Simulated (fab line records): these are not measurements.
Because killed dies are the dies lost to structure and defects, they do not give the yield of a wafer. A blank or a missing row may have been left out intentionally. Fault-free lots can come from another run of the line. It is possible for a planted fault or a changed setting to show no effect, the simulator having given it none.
What tool caused it? ; flow n5-finfet ; 9 lots with 27 wafers sampled at 5 steps, on a route of 1938 steps

== WHAT EACH GAUGE READ, for each wafer ==
N5_BEOL_M3_CD_MEAS_18: pitch 36 nm, target cd 18 nm. Usual: cd-nm reads 18.1 nm (standard deviation 0.34).
lot;measured;on;cd-nm (nm);flag
L505;day 8 22:55;cd-sem-01;18.1 18.2 18.2;
L511;day 11 05:52;cd-sem-02;18.0 18.2 18.6;
L509;day 11 12:22;cd-sem-01;17.9 18.4 17.6;
L510;day 11 15:39;cd-sem-02;17.9 18.2 18.0;
L514;day 11 22:57;cd-sem-03;17.8 18.0 18.3;
L516;day 12 05:25;cd-sem-01;17.6 17.5 17.2;
L519;day 12 20:09;cd-sem-03;18.6 17.9 18.0;
L520;day 13 00:22;cd-sem-02;17.8 17.8 17.8;
L522;day 13 18:13;cd-sem-02;18.0 18.1 17.9;

N5_BEOL_M4_RC_MEAS_101. Usual: DIBL_N 36.3 mV/V, standard deviation 1.6; DIBL_P 36.4 mV/V, standard deviation 2.1; IOFF_N 0.16 nA/um, standard deviation 0.032; IOFF_P 0.22 nA/um, standard deviation 0.044; ION_N 675 uA/um, standard deviation 12; ION_P 463 uA/um, standard deviation 8.3; SS_N 71.6 mV/dec, standard deviation 0.64; SS_P 73.3 mV/dec, standard deviation 0.67; VT_N 250 mV, standard deviation 3.3; VT_P -250 mV, standard deviation 3.7.
lot;measured;on;DIBL_N (mV/V);DIBL_P (mV/V);IOFF_N (nA/um);IOFF_P (nA/um);ION_N (uA/um);ION_P (uA/um);SS_N (mV/dec);SS_P (mV/dec);VT_N (mV);VT_P (mV);flag
L505;day 10 15:55;prober-01;35.5 35.7 34.7;36.4 36.0 34.5;0.16 0.15 0.13;0.22 0.21 0.18;679 668 663;465 457 451;71.4 71.8 71.7;73.5 72.9 73.5;248 251 253;-251 -248 -250;
L514;day 13 18:07;prober-02;34.7 33.1 35.3;35.1 33.9 35.8;0.14 0.11 0.15;0.20 0.18 0.20;663 651 668;458 457 462;71.4 71.3 71.0;73.7 73.1 74.1;253 257 251;-253 -252 -251;
L516;day 13 20:44;prober-01;38.0 33.7 34.7;37.5 32.2 33.5;0.20 0.12 0.13;0.26 0.17 0.18;699 654 674;471 452 461;72.3 70.6 71.4;74.3 72.7 74.0;246 253 251;-244 -250 -251;
L519;day 14 09:46;prober-01;34.4 35.5 38.4;34.3 36.6 40.4;0.15 0.17 0.24;0.21 0.25 0.32;678 699 690;465 479 468;71.0 72.3 72.9;72.0 73.0 74.0;246 247 243;-247 -246 -243;
L520;day 15 14:51;prober-02;35.6 34.9 36.8;35.1 34.2 35.7;0.12 0.12 0.14;0.18 0.17 0.19;648 672 667;450 464 461;71.4 70.7 70.9;73.4 73.2 72.4;255 254 252;-253 -251 -253;
L522;day 16 21:25;prober-01;35.7 37.1 35.8;34.9 36.6 35.0;0.15 0.17 0.15;0.21 0.23 0.21;665 670 680;459 462 463;71.9 72.6 72.4;72.9 73.0 72.9;250 248 253;-250 -248 -251;

== EACH LOT AND THE TOOL THAT RAN IT (in order: tool; ch and the chambers of the sampled wafers; start) ==
lot;N5_BEOL_M3_ETCH_64;N5_BEOL_M3_VIA_ETCH_34;N5_BEOL_M3_ETCH_41
L505;rie-diel-04 ch 1,2,3, day 8 22:34;rie-diel-01 ch 1,2, day 9 13:07;rie-diel-01 ch 1,2, day 10 15:55 or earlier
L511;rie-diel-04 ch 0,1,3, day 11 05:20;rie-diel-04 ch 0,2, day 11 15:41;rie-diel-04 ch 0,2, day 16 21:35 or earlier
L509;rie-diel-04 ch 0,1, day 11 12:00;rie-diel-01 ch 0,1,3, day 12 02:25;rie-diel-01 ch 0,1,3, day 17 06:14 or earlier
L510;rie-diel-04 ch 1,2, day 11 15:13;rie-diel-01 ch 1,3, day 12 05:34;rie-diel-01 ch 1,3, day 17 12:52 or earlier
L514;rie-diel-05 ch 0,2, day 11 22:32;rie-diel-04 ch 1,2,3, day 12 13:44;rie-diel-04 ch 1,2,3, day 13 18:07 or earlier
L516;rie-diel-04 ch 0,3, day 12 05:04;rie-diel-04 ch 1,2, day 12 14:07;rie-diel-04 ch 1,2, day 13 20:44 or earlier
L519;rie-diel-04 ch 1,2,3, day 12 19:47;rie-diel-01 ch 0,1,2, day 13 03:29;rie-diel-01 ch 0,1,2, day 14 09:46 or earlier
L520;rie-diel-01 ch 1,2,3, day 13 00:02;rie-diel-01 ch 1,2,3, day 13 15:56;rie-diel-01 ch 1,2,3, day 15 14:51 or earlier
L522;rie-diel-04 ch 0,1,2, day 13 17:52;rie-diel-05 ch 0,2,3, day 15 03:25;rie-diel-05 ch 0,2,3, day 16 21:25 or earlier
- N5_BEOL_M3_ETCH_64: etches SOC in N2/H2, target depth 75 nm, overetch 15 nm, time 112.5 s.
- N5_BEOL_M3_VIA_ETCH_34: etches the open film in C4F6/O2, target depth 69.4 nm, time 65.9 s.
- N5_BEOL_M3_ETCH_41: etches SiCN in CH3F/O2, target depth 29.9 nm, time 52.5 s.

== WHAT THE TOOLS THEMSELVES READ (means of the sampled wafers that have a number; where no wafer has one, the mark that the record gives instead) ==
N5_BEOL_M3_ETCH_64. Usual: bias-w 150.1 W, standard deviation 0.48; chamber-pressure-mTorr 30.003 mTorr, standard deviation 0.027; drypump-motor-current-A 5.6 A, standard deviation 0.43; oes-product-au 0.62 a.u., standard deviation 0.057; rf-vpp-V 523.4 V, standard deviation 2.5; showerhead-plenum-p-Torr 2.52 Torr, standard deviation 0.092; throttle-valve-pct 17.89 %, standard deviation 0.23.
lot;tool;bias-w (W);chamber-pressure-mTorr (mTorr);drypump-motor-current-A (A);oes-product-au (a.u.);rf-vpp-V (V);showerhead-plenum-p-Torr (Torr);throttle-valve-pct (%);flag
L505;rie-diel-04;149.9;29.997;5.7;0.62;522.0;2.48;17.85;
L511;rie-diel-04;150.5;29.999;5.8;0.59;522.4;2.50;18.11;
L509;rie-diel-04;149.7;30.018;5.8;0.62;522.6;2.49;18.00;
L510;rie-diel-04;150.1;29.987;5.6;0.61;521.6;2.44;17.68;
L514;rie-diel-05;149.8;29.986;5.2;0.58;523.4;2.49;17.84;
L516;rie-diel-04;150.3;30.005;5.8;0.54;522.5;2.51;18.23;
L519;rie-diel-04;150.4;29.994;5.7;0.60;522.1;2.46;17.92;
L520;rie-diel-01;149.8;30.010;5.8;0.62;524.1;2.55;17.76;
L522;rie-diel-04;149.7;30.015;5.7;0.66;520.7;2.46;17.79;

N5_BEOL_M3_VIA_ETCH_34. Usual: C4F6_flow_sccm 10.00 sccm, standard deviation 0.034; O2_flow_sccm 9.999 sccm, standard deviation 0.027; drypump-motor-current-A 5.7 A, standard deviation 0.49; mfc-ar-sccm 300.2 sccm, standard deviation 0.85; oes-product-au 0.79 a.u., standard deviation 0.076; rf-vpp-V 662 V, standard deviation 13; showerhead-plenum-p-Torr 2.83 Torr, standard deviation 0.074; throttle-valve-pct 30.87 %, standard deviation 0.25.
lot;tool;C4F6_flow_sccm (sccm);O2_flow_sccm (sccm);drypump-motor-current-A (A);mfc-ar-sccm (sccm);oes-product-au (a.u.);rf-vpp-V (V);showerhead-plenum-p-Torr (Torr);throttle-valve-pct (%);flag
L505;rie-diel-01;10.03;10.015;5.5;300.1;0.80;663;2.89;30.44;
L511;rie-diel-04;-;-;-;-;-;-;-;-;OFF
L509;rie-diel-01;-;-;-;-;-;-;-;-;OFF
L510;rie-diel-01;-;-;-;-;-;-;-;-;OFF
L514;rie-diel-04;9.96;10.014;5.7;300.3;0.75;655;2.77;30.92;
L516;rie-diel-04;9.96;9.991;5.6;300.7;0.77;643;2.74;30.73;
L519;rie-diel-01;10.01;10.018;5.8;300.3;0.81;674;2.89;30.65;
L520;rie-diel-01;9.99;10.025;5.8;300.2;0.78;662;2.85;30.65;
L522;rie-diel-05;10.00;9.994;5.0;300.5;0.74;655;2.80;30.97;

N5_BEOL_M3_ETCH_41. Usual: CH3F_flow_sccm 30.02 sccm, standard deviation 0.095; O2_flow_sccm 20.01 sccm, standard deviation 0.063; drypump-motor-current-A 5.7 A, standard deviation 0.48; mfc-ar-sccm 150.0 sccm, standard deviation 0.49; oes-product-au 0.79 a.u., standard deviation 0.075; rf-vpp-V 297.3 V, standard deviation 1.5; showerhead-plenum-p-Torr 1.99 Torr, standard deviation 0.055; throttle-valve-pct 16.39 %, standard deviation 0.18.
lot;tool;CH3F_flow_sccm (sccm);O2_flow_sccm (sccm);drypump-motor-current-A (A);mfc-ar-sccm (sccm);oes-product-au (a.u.);rf-vpp-V (V);showerhead-plenum-p-Torr (Torr);throttle-valve-pct (%);flag
L505;rie-diel-01;30.00;19.97;5.5;150.0;0.79;298.5;2.04;16.15;
L511;rie-diel-04;29.93;20.02;5.7;150.0;0.71;296.8;1.95;16.49;
L509;rie-diel-01;30.07;20.04;6.2;149.9;0.83;298.0;2.02;16.35;
L510;rie-diel-01;29.93;20.00;6.2;149.9;0.75;297.5;2.02;16.32;
L514;rie-diel-04;30.01;19.98;5.7;149.9;0.75;296.1;1.95;16.48;
L516;rie-diel-04;29.98;20.09;5.6;150.0;0.77;294.7;1.93;16.29;
L519;rie-diel-01;30.01;20.02;5.8;150.2;0.81;298.6;2.04;16.27;
L520;rie-diel-01;29.97;20.01;5.8;150.0;0.78;297.1;2.01;16.29;
L522;rie-diel-05;29.96;20.01;5.1;149.9;0.74;296.2;1.97;16.46;

== THE ANSWER, worked out from the rows above alone ==
Rule: take the mean of a lot's wafers that have a number; if it is more than 3 standard deviations from the usual mean, the lot is off. Also off: a lot with no number at a reading for which 4 or more lots have one. Where the step has rows for the other lots, those lots are counted as sound. After the gauges, taken in route order, come the tools' own readings; for these a lot's mean is taken, as printed above. At the first step where some lot is off, the reading lying furthest off is the one used; lots without a number count as furthest.
Off: L511, L509, L510, at N5_BEOL_M3_VIA_ETCH_34 (C4F6_flow_sccm). Without a number there: L511, L509, L510.
If a tool, at that step or one of the process steps before it, ran each lot that is off and ran no sound lot following the first of them, it fits. None of those tried fits.

== WHAT THE SIMULATOR PUT IN ==
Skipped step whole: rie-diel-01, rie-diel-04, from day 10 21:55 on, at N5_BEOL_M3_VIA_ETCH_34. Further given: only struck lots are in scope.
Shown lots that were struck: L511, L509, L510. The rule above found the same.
